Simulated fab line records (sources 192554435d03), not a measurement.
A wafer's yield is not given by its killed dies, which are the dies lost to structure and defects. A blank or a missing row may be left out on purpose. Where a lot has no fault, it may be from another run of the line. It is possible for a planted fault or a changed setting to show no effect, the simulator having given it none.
fab line records	flow n5_finfet
[record] lots = 4	wafers = 10	last_day = 16
route steps=1938 shown BEOL_M12@1627 BEOL_M13@1659 BEOL_M15@1830 PASSIVATION@1936
lots with no fault: from the same line, run without faults
start_h: start of the lot's first displayed wafer, in hours after the record's first day	wait_h: hours from the lot's prior step to this one	" unchanged from the row above	L1.1+2: a row that stands for several wafers	- either no value or no given start	* or withheld: withheld	< > ~ a bound
route shown NAME@n: a module of which the file shows steps, and the number in the route of the first	usual: the fault-free wafers' mean and standard deviation	same: alike in all rows	chamber/n: place in a boat	sites: per-site readings	_std_site: the values' standard deviation	_edge_site: the outer-site mean with the inner-site mean subtracted	radius_mm: how far each site lies from the wafer's centre	mask NAME#n: copy n	behind: the most recent tool/chamber to have shaped the wafer	hold: the reason the lot was held/the length of the hold in hours/how it ended	device: whichever transistor did not switch (one of n, p or np)	end of line: the tests these same wafers got at the end of their route	for a step that has no rows: nothing shown but its recipe	killed: at the first sort, the dies lost to defects and structure; wafer yield is something else	map: shows each die of a wafer: x if killed, . if not, _ if none is there
set.NAME: setting as actually run; set.NAME@STEP: the setting as run at that earlier step	model.NAME: the simulator's own value behind a step, which no gauge read
lots seen at some steps along the route; tables by step, rows by wafer
services: when a tool's chamber went out of use (start_h, in hours from the record's first day, below 0 if earlier), for how many hours, and the reason
[[steps]]
[step N5_BEOL_M12_SOFTBAKE_23]
[recipe] temp_c = 130	time_s = 60
[step N5_BEOL_M12_EXPOSE_25]
[recipe] mask_id = M12	na = 0.93	source_shape = conventional	sigma_outer = 0.4	polarization = unpolarized	dose_mj = 21.8
[step N5_BEOL_M12_PEB_26]
[recipe] peb_temp_c = 130	peb_time_s = 90
[step N5_BEOL_M12_DEVELOP_27]
[recipe] develop_time_s = 45	rinse_liquid = diw	dry = air_spin	dev_temp_c = 21
[step N5_BEOL_M12_HARDBAKE_32]
[recipe] temp_c = 130	time_s = 120
[step N5_BEOL_M12_DESCUM_33]
[recipe] chemistry = O2	time_s = 7.9	source_power_w = 50	bias_power_w = 20	pressure_mtorr = 20	rf_frequency_hz = 2.712e+07	temp_c = 40	o2_flow_sccm = 225
[step N5_BEOL_M12_ETCH_67]
[recipe] chemistry = CF4	target = SiARC	target_depth_a = 1430	time_s = 238.3	ion_energy_ev = 80	pressure_mtorr = 40	source_w = 545	bias_w = 36	Ar_flow_sccm = 100	cf4_flow_sccm = 100	ends = cleared
[step N5_BEOL_M12_ETCH_68]
[recipe] chemistry = N2/H2	target = SOC	mask_material = SiARC	source_w = 3000	bias_w = 350	temp_c = 40	time_s = 285	ion_energy_ev = 200	pressure_mtorr = 30	n2_flow_sccm = 200	h2_flow_sccm = 200
[step N5_BEOL_M12_STRIP_69]
[recipe] chemistry = N2/H2	temp_c = 40	n2_flow_sccm = 200	h2_flow_sccm = 200	rf_frequency_hz = 6e+07
[step N5_BEOL_M12_TRENCH_ETCH_34]
[recipe] chemistry = C4F8/O2/Ar	target = SiOC	target_depth_a = 3189.5	mask_material = SOC	pressure_mtorr = 30	source_w = 3000	bias_w = 700	Ar_flow_sccm = 400	C4F8_flow_sccm = 15	O2_flow_sccm = 8	he_inner_torr = 15	he_outer_torr = 30	time_s = 125.5	ion_energy_ev = 250
[usual] C4F8_flow_sccm = 15.00/0.042	chamber_pressure_mTorr = 30.00/0.03	drypump_motor_current_A = 5.7/0.52	oes_product_au = 0.81/0.063	rf_fwd_power_W = 2990/10	rf_vpp_V = 666/3.4	showerhead_plenum_p_Torr = 3.42/0.13	throttle_valve_pct = 24.14/0.14
lot.wafer	tool	chamber	start_h	wait_h	C4F8_flow_sccm	chamber_pressure_mTorr	drypump_motor_current_A	oes_product_au	rf_fwd_power_W	rf_hours_counter_h	rf_vpp_V	showerhead_plenum_p_Torr	throttle_valve_pct	model.etch.depth_nm
L657.3	rie_diel-01	1	249.46	0.0	14.99	30.00	5.3	0.66	2994	245	663	3.36	24.26	307.5
L657.5	"	3	"	"	14.99	29.97	5.7	0.80	2990	-	663	3.31	24.19	310.8
L657.6	"	2	"	"	15.00	30.00	6.4	0.89	2993	-	664	3.34	24.00	317.1
L660.1	rie_diel-01	1	263.56	0.0	15.07	30.04	5.3	0.66	2990	251	663	3.36	24.29	310.2
L660.4	"	2	"	"	15.00	30.05	6.4	0.78	2995	-	665	3.33	23.98	265.6
L663.3	rie_diel-01	2	283.91	0.0	15.00	29.99	6.4	0.77	2976	41	663	3.33	23.99	263.9
L663.5	"	3	"	"	15.04	30.05	5.8	0.78	3001	-	662	3.30	24.18	309.3
L671.2	rie_diel-02	1	341.85	0.0	15.00	29.98	5.6	0.76	2978	122	666	3.41	23.87	315.3
L671.4	"	0	"	"	14.98	30.04	5.8	0.77	2987	-	666	3.45	24.06	316.2
L671.5	"	1	"	"	14.99	30.04	5.6	0.77	2978	-	666	3.41	23.87	316.9
[step N5_BEOL_M12_STRIP_70]
[recipe] chemistry = C4F8/O2/Ar	resist = SiARC	rf_frequency_hz = 6e+07
[step N5_BEOL_M12_OCD_MEAS_35]
[usual] trench_depth_nm = 317/3.9
lot.wafer	tool	chamber	start_h	wait_h	trench_depth_nm
L657.3	ocd-01	-	249.62	0.0	307
L657.5	"	-	"	"	311
L657.6	"	-	"	"	317
L660.1	ocd-01	-	263.71	0.0	310
L660.4	"	-	"	"	266
L663.3	ocd-02	-	284.07	0.0	264
L663.5	"	-	"	"	309
L671.2	ocd-01	-	342.00	0.0	315
L671.4	"	-	"	"	316
L671.5	"	-	"	"	317
[step N5_BEOL_M12_STRIP_37]
[recipe] chemistry = N2/H2	power_w = 1000	temp_c = 250	h2_frac = 0.65	overash_fraction = 0.3	pressure_mtorr = withheld	n2_flow_sccm = 1750	h2_flow_sccm = 3250
[step N5_BEOL_M12_ETCH_38]
[recipe] chemistry = CF4/N2	target = SiCN	target_depth_a = 687	taper_deg = 2	time_s = 73.4	ion_energy_ev = 150	mask_material = SiO2	pressure_mtorr = 40	source_w = 430	bias_w = 70	Ar_flow_sccm = 100	cf4_flow_sccm = 60	n2_flow_sccm = 60
[step N5_BEOL_M12_PRECLEAN_39]
[recipe] chemistry = residue_remover	time_s = 60	temp_c = 40
[step N5_BEOL_M12_SRD_40]
[recipe] time_s = 30	temp_c = 23	rinse_liquid = diw	dry = n2_spin	spin_rpm = 1500	dry_time_s = 30
[step N5_BEOL_M12_DEGAS_41]
[recipe] ambient = vacuum	temp_c = 250	time_s = 60
[step N5_BEOL_M12_PRE_CLEAN_42]
[recipe] gas = H2/He	time_s = 30	temp_c = 250
[step N5_BEOL_M12_SPUTTER_43]
[recipe] material = TaN	target_thk_a = 150	temp_c = 50	bias_v = 168.6	power_w = 15000	chamber_pressure_pa = 0.12	time_s = 24.19
[step N5_BEOL_M12_SPUTTER_44]
[recipe] material = Ta	target_thk_a = 100	temp_c = 50	bias_v = 80	power_w = 15000	chamber_pressure_pa = 0.07	time_s = 16.13
[step N5_BEOL_M12_SPUTTER_45]
[recipe] material = Cu	target_thk_a = 800	temp_c = -20	bias_v = 60	power_w = 26000	chamber_pressure_pa = 0.13	time_s = 13.33
[step N5_BEOL_M12_ECD_47]
[recipe] material = Cu	target_thk_a = 7200
[step N5_BEOL_M12_ANNEAL_48]
[recipe] temp_c = 225	time_s = 90	ambient = N2
[step N5_BEOL_M12_CMP_49]
[recipe] stop_on = SiOC	t_overpolish_s = 20.6	down_force_psi = 1	platen_rpm = 50	clearing_platen_down_force_psi = 1.5	clearing_platen_rpm = 50	post_cmp_clean = cu_alkaline	target_thk_nm = 320	clearing_platen_pad_velocity_m_s = 0.99484	pad_velocity_m_s = 0.99484
[usual] barrier_field_endpoint_s = 30.6/0.72	clearing_platen_down_force_psi = 1.5005/0.0029	motor_current_A = 5.8/0.45	overpolish_run_s = 20.600/0.0093
lot.wafer	tool	chamber	start_h	wait_h	barrier_field_endpoint_s	clearing_platen_down_force_psi	motor_current_A	overpolish_run_s	model.Cu_of_BEOL_M12_ECD_47.thk_nm
L657.3	cmp-03	1	251.78	0.2	29.8	1.5020	5.2	20.597	309
L657.6	"	3	"	"	30.1	1.5024	5.5	20.587	320.2
L657.5	"	0	"	"	29.9	1.5018	6.3	20.606	312
L660.4	cmp-04	1	267.03	0.1	31.1	1.5039	6.0	20.608	267.4
L660.1	"	3	"	"	31.3	1.4961	5.4	20.611	313
L663.3	cmp-03	2	295.11	0.3	30.7	1.5004	6.3	20.600	264.4
L663.5	"	0	"	"	30.0	1.5035	6.1	20.599	309
L671.4	cmp-04	0	345.07	0.2	29.5	1.4995	5.8	20.603	316
L671.2	"	1	"	"	30.4	1.5021	5.9	20.603	317.2
L671.5	"	3	"	"	30.6	1.4955	5.2	20.597	318.8
[step N5_BEOL_M12_THK_MEAS_50]
[recipe] thk_meas_gauge = xrf	reads = Cu_of_BEOL_M12_ECD_47
[usual] M12_THK = 307/4.4
lot.wafer	tool	chamber	start_h	wait_h	M12_THK[nm]
L657.3	film_metro-01	-	252.00	-	299
L657.5	"	-	"	"	301
L657.6	"	-	"	"	311
L660.1	film_metro-01	-	267.33	-	305
L660.4	"	-	"	"	260
L663.3	film_metro-01	-	295.29	-	253
L663.5	"	-	"	"	296
L671.2	film_metro-01	-	345.29	-	306
L671.4	"	-	"	"	305
L671.5	"	-	"	"	307
[step N5_BEOL_M12_PRE_CLEAN_52]
[recipe] gas = NH3	time_s = 15	temp_c = withheld	rf_power_w = 300
[step N5_BEOL_M12_DEP_53]
[recipe] material = SiCN	target_thk_a = 300	temp_c = withheld	precursor = 3MS/NH3	pressure_torr = 3	rf_w = 675	time_s = 10.5
[step N5_BEOL_M12_RS_MEAS_54]
[recipe] thk_meas_gauge = four-point-probe	reads = Cu_of_BEOL_M12_ECD_47+Ta_of_BEOL_M12_SPUTTER_44+TaN_of_BEOL_M12_SPUTTER_43
[usual] M12_RS = 0.0604/0.00081
lot.wafer	tool	chamber	start_h	wait_h	M12_RS[ohm/sq]
L657.3	film_metro-01	-	252.12	0.0	0.0621
L657.5	"	-	"	"	0.0615
L657.6	"	-	"	"	0.0599
L660.1	film_metro-01	-	267.46	0.0	0.0614
L660.4	"	-	"	"	0.0725
L663.3	film_metro-02	-	295.42	0.0	0.0732
L663.5	"	-	"	"	0.0622
L671.2	film_metro-02	-	345.42	0.0	0.0604
L671.4	"	-	"	"	0.0608
L671.5	"	-	"	"	0.0602
[step N5_BEOL_M13_ILD_DEP_00]
[recipe] material = SiOC	target_thk_a = 8379.2	temp_c = 350	precursor = DEMS/O2	pressure_torr = 5	rf_w = 500	time_s = 166.4
[step N5_BEOL_M13_COAT_58]
[recipe] resist = BARC	temp_c = 205	time_s = 60	spin_rpm = 1500	resist_thk_nm = 89
[step N5_BEOL_M13_COAT_04]
[recipe] spin_rpm = 1625	resist_thk_nm = 400
[step N5_BEOL_M13_EBR_06]
[recipe] solvent = PGMEA	ebr_width_mm = 1.5
[step N5_BEOL_M13_SOFTBAKE_05]
[recipe] temp_c = 130	time_s = 60
[step N5_BEOL_M13_EXPOSE_07]
[recipe] mask_id = V12	na = 0.93	source_shape = conventional	sigma_outer = 0.6	polarization = unpolarized	attpsm_phase_deg = 180	dose_mj = 24.8
[step N5_BEOL_M13_PEB_08]
[recipe] peb_temp_c = 130	peb_time_s = 90
[step N5_BEOL_M13_DEVELOP_09]
[recipe] develop_time_s = 45	rinse_liquid = diw	dry = air_spin	dev_temp_c = 21
[step N5_BEOL_M13_HARDBAKE_14]
[recipe] temp_c = 130	time_s = 120
[step N5_BEOL_M15_RC_MEAS_101]
[usual] COMB_M10 = 1.5e-11/2.9e-12	COMB_M11 = 1.52e-11/2.9e-12	COMB_M13 = 5.5e-12/1e-12	COMB_M14 = 4.3e-12/7.5e-13	COMB_M15 = 3.1e-12/5.1e-13	COMB_M5 = 3.6e-11/7.3e-12	COMB_M6 = 2.6e-11/4.9e-12	COMB_M7 = 2.6e-11/5.2e-12	COMB_M8 = 2.6e-11/5.4e-12	COMB_M9 = 1.5e-11/3e-12	COMB_M9_max_site = 2.2e-11/4.7e-12	SERP_M10 = 3.05/0.073	SERP_M11 = 3.06/0.096	SERP_M12 = 0.645/0.017	SERP_M12_max_site = 0.658/0.018	SERP_M13 = 0.306/0.0065	SERP_M14 = 0.160/0.0032	SERP_M5 = 38.9/1.9	SERP_M5_max_site = 40.5/2.2	SERP_M6 = 13.8/0.47	SERP_M6_max_site = 14.3/0.51	SERP_M7 = 13.8/0.6	SERP_M8 = 13.7/0.49	SERP_M9 = 3.05/0.1
lot.wafer	tool	chamber	start_h	wait_h	COMB_M10[S/m]	COMB_M11[S/m]	COMB_M13[S/m]	COMB_M14[S/m]	COMB_M15[S/m]	COMB_M5[S/m]	COMB_M6[S/m]	COMB_M7[S/m]	COMB_M8[S/m]	COMB_M9[S/m]	COMB_M9_max_site[S/m]	SERP_M10[ohm/um]	SERP_M11[ohm/um]	SERP_M12[ohm/um]	SERP_M12_max_site[ohm/um]	SERP_M13[ohm/um]	SERP_M14[ohm/um]	SERP_M5[ohm/um]	SERP_M5_max_site[ohm/um]	SERP_M6[ohm/um]	SERP_M6_max_site[ohm/um]	SERP_M7[ohm/um]	SERP_M8[ohm/um]	SERP_M9[ohm/um]
L657.3	prober-01	0	273.07	0.3	1.55e-11	1.57e-11	5.3e-12	4.7e-12	3.9e-12	3.8e-11	2.6e-11	1.5e-11	3.1e-11	1.6e-11	2.4e-11	3.10	2.93	0.665	0.672	0.306	0.157	37.6	38.0	14.0	14.5	14.4	13.6	3.17
L657.5	"	0	"	"	1.53e-11	1.24e-11	4.7e-12	4.7e-12	3.4e-12	3.4e-11	2.2e-11	2.4e-11	2.4e-11	1.6e-11	1.9e-11	3.05	3.24	0.665	0.681	0.312	0.158	38.0	39.2	13.4	13.8	14.3	13.7	3.08
L657.6	"	0	"	"	1.62e-11	1.36e-11	3.8e-12	5.4e-12	2.7e-12	3.6e-11	2.9e-11	2.5e-11	2.8e-11	1.9e-11	2.8e-11	3.14	3.14	0.630	0.642	0.311	0.159	37.7	38.6	13.0	13.6	13.3	14.1	3.27
L660.1	prober-02	0	296.88	0.0	1.22e-11	1.49e-11	7.4e-12	5.7e-12	3e-12	4.1e-11	2.9e-11	1.8e-11	2.9e-11	1.5e-11	1.9e-11	3.14	3.04	0.661	0.675	0.304	0.155	39.6	41.2	14.4	14.9	14.7	13.4	3.21
L660.4	"	0	"	"	1.14e-11	1.06e-11	4.5e-12	3.9e-12	3.4e-12	3e-11	2.9e-11	2.1e-11	3.9e-11	1.4e-11	2.2e-11	3.12	3.07	0.748	0.758	0.310	0.155	39.5	40.7	14.0	14.7	12.9	13.9	3.11
L663.3	prober-01	0	312.32	0.3	1.31e-11	1.6e-11	6.2e-12	4.3e-12	2.6e-12	3.4e-11	2.8e-11	2.4e-11	4.2e-11	1.4e-11	2.3e-11	3.17	2.89	0.800	0.818	0.298	0.159	40.3	41.6	13.7	14.0	13.5	13.5	2.88
L663.5	"	0	"	"	1.06e-11	1.5e-11	6e-12	5.4e-12	2.5e-12	3.4e-11	3.2e-11	1.5e-11	2.8e-11	1.2e-11	2e-11	3.09	3.09	0.672	0.685	0.302	0.157	41.9	43.9	14.6	15.4	14.2	13.7	3.14
L671.2	prober-01	0	364.22	0.2	1.84e-11	1.72e-11	4.3e-12	4.8e-12	3.2e-12	2.6e-11	3.5e-11	2.9e-11	2.7e-11	1.4e-11	2.1e-11	3.04	2.93	0.645	0.661	0.304	0.163	37.4	41.3	13.6	14.3	14.5	13.8	3.05
L671.4	"	0	"	"	1.86e-11	1.65e-11	5.1e-12	4.2e-12	2.7e-12	3.1e-11	2.6e-11	3.2e-11	2e-11	1.9e-11	2.8e-11	3.09	3.14	0.671	0.694	0.304	0.156	38.9	39.6	13.4	14.3	13.7	13.9	3.12
L671.5	"	0	"	"	1.59e-11	1.44e-11	5.9e-12	2.9e-12	3.3e-12	2.9e-11	2.4e-11	3.3e-11	2.2e-11	1.9e-11	2.6e-11	3.03	2.99	0.644	0.655	0.308	0.163	37.9	38.7	13.6	13.9	14.4	13.7	3.23
// sites SERP_M12 radius_mm=0,75,75,75,75,140,140,140,140
L657.3 0.661 0.654 0.663 0.666 0.655 0.672 0.669 0.669 0.665
L660.1 0.669 0.648 0.671 0.675 0.658 0.661 0.663 0.658 0.656
L663.3 0.797 0.782 0.803 0.802 0.818 0.787 0.800 0.794 0.814
L671.2 0.638 0.636 0.645 0.644 0.648 0.646 0.650 0.645 0.661
[step N5_PASSIVATION_PROBE_49]
[usual] defect_limited_yield = 91.5/1.6	killed_at_M0_to_M3 = 33/10	killed_at_M4_up = 13/5.6	killed_at_contacts = 13/6	killed_at_front_end = 39/12	killed_at_other = 3.0/2.8	killed_dies = 101/19	killed_on_rim = 13/4	killed_open = 65/13	killed_short = 32/8.3	sort_bin_5_function = 5.0/1	sort_bin_6_memory = 3.1/0.69	sort_n_pass = 1079/19	sort_yield_pct = 91.5/1.6
[same] gross_dies = 1180	killed_at_back_side = 0	sort_bin_4_leakage[%] = 0	sort_bin_8_speed[%] = 0
lot.wafer	tool	chamber	start_h	wait_h	defect_limited_yield[%]	killed_at_M0_to_M3	killed_at_M4_up	killed_at_contacts	killed_at_front_end	killed_at_other	killed_dies	killed_on_rim	killed_open	killed_short	sort_bin_5_function[%]	sort_bin_6_memory[%]	sort_n_pass	sort_yield_pct[%]
L663.3	prober-01	-	327.29	0.1	91.5	23	16	11	50	0	100	14	57	32	5.0	2.5	1080	91.5
// killed by level:class
L663.3 DUMMY_GATE:geometric_particle:open=12 HKMG_FIN:area_etch=8 STI_FIN_REVEAL:geometric_particle:open=7 FIN_SAQP:geometric_particle:short=6 MOL_CONTACT_COAG:geometric_particle:open=6 BEOL_M0_SAQP:geometric_particle:short=6 BEOL_M1:geometric_particle:open=6 GATE_CUT:geometric_particle:short=5
[[services]]
tool	chamber	start_h	hours	kind
rie_diel-01	0	239.19	-	clean
rie_diel-01	0	239.19	-	consumable_replace:focus_ring
rie_diel-01	0	239.19	-	consumable_replace:showerhead
rie_diel-01	0	239.19	32.1	scheduled_down
rie_diel-01	0	239.19	32.1	vent_cycle
cmp-04	-	245.69	4.0	pm
cmp-04	-	249.69	-	consumable_replace:conditioner
cmp-04	-	249.69	-	consumable_replace:pad
rie_diel-02	1	259.35	18.6	repair
rie_diel-01	1	271.35	-	clean
rie_diel-01	1	271.35	-	consumable_replace:focus_ring
rie_diel-01	1	271.35	14.4	scheduled_down
rie_diel-01	1	271.35	14.4	vent_cycle
cmp-04	-	299.37	0.3	repair
cmp-03	-	326.15	2.9	repair
rie_diel-02	3	329.31	13.5	repair
cmp-03	-	331.98	1.0	repair
cmp-03	-	336.65	0.8	repair
[[key]]
[first_sign] step = N5_BEOL_M12_OCD_MEAS_35	reading = trench_depth_nm	direction = down	sigmas = 13	usual = 317	struck = 265
[effect] step = N5_BEOL_M12_THK_MEAS_50	reading = M12_THK	direction = down	sigmas = 12	usual = 307	struck = 256
[effect] step = N5_BEOL_M12_RS_MEAS_54	reading = M12_RS	direction = up	sigmas = 15	usual = 0.0604	struck = 0.0729
[effect] step = N5_BEOL_M15_RC_MEAS_101	reading = SERP_M12	direction = up	sigmas = 7.6	usual = 0.645	struck = 0.774
[model_effect] step = N5_BEOL_M12_TRENCH_ETCH_34	value = etch.depth_nm	without = 318	struck = 264.7
[model_effect] step = N5_BEOL_M12_CMP_49	value = Cu_of_BEOL_M12_ECD_47.thk_nm	without = 319.2	struck = 265.9
met_at N5_BEOL_M12_TRENCH_ETCH_34
struck_wafers L660.4,L663.3
onset_between 249.46 263.56
[fault] kind = process_parameter_drift	tool = rie_diel-01	chamber = -	onset_h = 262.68	steps = N5_BEOL_M12_TRENCH_ETCH_34	channel = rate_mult	offset = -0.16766	shape = step	end_h = 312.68	scope = struck_wafers_only
